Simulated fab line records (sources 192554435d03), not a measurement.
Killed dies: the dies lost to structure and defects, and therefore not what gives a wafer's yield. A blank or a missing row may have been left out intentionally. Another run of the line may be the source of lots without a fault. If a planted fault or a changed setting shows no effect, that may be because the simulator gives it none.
A lot that was struck, set against a sound lot :: flow n5 finfet :: 38 steps out of a route of 1938
Sound: wafers L456.2, L456.4, L456.6. Wafers struck: L470.4, L470.5, L470.6. The cause is given at the end.
For every step that has rows: the tool of each side, followed by ch and its chambers, followed by its first start. Under that, the readings that differ: sound wafers :: struck wafers :: difference of the means :: sigmas: that difference in standard deviations of wafers without a fault.
alike: words and numbers the same on both sides, and readings whose means are apart by under 2 such deviations; not compared: readings that were withheld, readings missing a value for some wafer, numbers with overlapping values and no deviation given by the record, and bounds like >300 which may hide the same value.
The two part at a step that has a row with sigmas, a row that says differs or no value, or rows on one side only. When numbers do not overlap yet have no deviation, they are printed without sigmas and do not part them. A reading missing from all wafers of one side parts the sides only when that side holds two or more wafers.

first, 8 steps without rows for these wafers: N5_BEOL_M0_ANNEAL_119 (time 90 s); N5_BEOL_M0_CMP_120 (polishes, stops on SiOC, t overpolish 6.9 s); N5_BEOL_M0_PRE_CLEAN_131 (time 15 s); N5_BEOL_M0_CO_CAP_123 (material Co, precursor CCTBA/H2, target thk 2 nm, time 102.1 s); N5_BEOL_M0_PRE_CLEAN_124 (time 15 s); N5_BEOL_M0_DEP_125 (deposits SiCN from 3MS/NH3, target thk 8 nm, time 14 s); N5_BEOL_M1_ILD_DEP_00 (deposits SiOC from DEMS/O2, target thk 79 nm, time 15.3 s); N5_BEOL_M1_PECVD_72 (deposits SiO2 from TEOS/O2, target thk 16 nm, time 18 s).
N5_BEOL_M1_HM_DEP_02: deposits TiN, target thk 20 nm.
  struck on pvd sputter-03, day 10 01:46; sound on pvd sputter-03, day 6 15:07
  alike: throttle valve pct
then, 9 steps without rows for these wafers: N5_BEOL_M1_COAT_61 (time 60 s, resist thk 60 nm); N5_BEOL_M1_COAT_62 (time 60 s, resist thk 12 nm); N5_BEOL_M1_COAT_73 (time 60 s, resist thk 5 nm); N5_BEOL_M1_COAT_05 (resist thk 30 nm); N5_BEOL_M1_EBR_07; N5_BEOL_M1_SOFTBAKE_06 (time 60 s); N5_BEOL_M1_EXPOSE_08 (exposes mask M1); N5_BEOL_M1_PEB_09 (peb time 60 s); N5_BEOL_M1_DEVELOP_10 (develop time 30 s).
N5_BEOL_M1_INSPECT_13: inspects for defects (brightfield).
  struck on defect inspect-02, day 10 02:15; sound on defect inspect-02, day 6 15:43
reading: raw defect count
sound: 500 446 309
struck: 890 882 858
difference: +458
sigmas: +5
then, 16 steps without rows for these wafers: N5_BEOL_M1_DESCUM_16 (chemistry O2, time 7 s); N5_BEOL_M1_ETCH_74 (etches underlayer in N2/H2, target depth 6.5 nm, time 5.2 s); N5_BEOL_M1_ETCH_63 (etches SiARC in CF4, target depth 15.6 nm, time 26 s); N5_BEOL_M1_ETCH_64 (etches SOC in N2/H2, target depth 75 nm, overetch 15 nm, time 112.5 s); N5_BEOL_M1_STRIP_65 (strips in N2/H2); N5_BEOL_M1_STRIP_75 (strips in N2/H2); N5_BEOL_M1_STRIP_66 (strips in CF4); N5_BEOL_M1_HM_OPEN_17 (chemistry Cl2/BCl3, target TiN, target depth 20 nm, overetch 6 nm); N5_BEOL_M1_STRIP_19 (strips in O2); N5_BEOL_M1_COAT_67 (time 60 s, resist thk 60 nm); N5_BEOL_M1_COAT_68 (time 60 s, resist thk 12 nm); N5_BEOL_M1_COAT_76 (time 60 s, resist thk 5 nm); N5_BEOL_M1_COAT_22 (resist thk 30 nm); N5_BEOL_M1_EBR_24; N5_BEOL_M1_SOFTBAKE_23 (time 60 s); N5_BEOL_M1_EXPOSE_25 (exposes mask V0, defocus 5 nm, target cd 24 nm).
N5_BEOL_M1_INSPECT_30: inspects for defects (brightfield).
  struck on defect inspect-01, day 10 03:07; sound on defect inspect-02, day 6 16:41
reading: raw defect count
sound: 458 460 315
struck: 858 868 822
difference: +438
sigmas: +5
-- record jumps: 2 days separate the struck wafers' starts on either side; left off in module BEOL_M1, taken up again in module BEOL_M4, whose first shown step is the route's number 1111 --
N5_BEOL_M4_RC_MEAS_101:
  sound on prober-02 ch 0, day 8 09:34; struck on prober-01 ch 0, day 12 05:05
  alike: DIBL_N, DIBL_P, IOFF_N, IOFF_P, ION_N, ION_P, SS_N, SS_P, VT_N, VT_P
-- here the record skips 5 days between the struck wafers' starts before and after, leaving off in module BEOL_M4 and picking up in module PASSIVATION (first step shown: number 1936 of the route) --
N5_PASSIVATION_PROBE_49:
  struck on prober-02, day 16 23:10; sound on prober-01, day 12 10:43
reading: defect limited yield (%)
sound: 90.4 93.9 93.1
struck: 82.0 81.2 86.7
difference: -9.2
sigmas: -6

reading: killed_at_M0_to_M3
sound: 39 26 17
struck: 156 155 115
difference: +115
sigmas: +10

reading: killed dies
sound: 113 72 81
struck: 212 222 157
difference: +108
sigmas: +6

reading: sort_bin_5_function (%)
sound: 6.1 3.6 4.1
struck: 11.6 11.4 8.1
difference: +5.8
sigmas: +6

reading: sort_bin_6_memory (%)
sound: 3.2 2.0 2.5
struck: 4.4 5.8 3.0
difference: +1.8
sigmas: +3

reading: sort n pass
sound: 1067 1108 1099
struck: 968 958 1023
difference: -108
sigmas: -6

reading: sort yield pct (%)
sound: 90.4 93.9 93.1
struck: 82.0 81.2 86.7
difference: -9.2
sigmas: -6
  alike: killed_at_M4_up, killed at contacts, killed at front end, killed at other, killed open, killed short, sort_bin_8_speed

== WHERE THEY PART ==
Last at N5_PASSIVATION_PROBE_49 as far as this record goes, first at N5_BEOL_M1_INSPECT_13.

WHY: what had been put in by the simulator
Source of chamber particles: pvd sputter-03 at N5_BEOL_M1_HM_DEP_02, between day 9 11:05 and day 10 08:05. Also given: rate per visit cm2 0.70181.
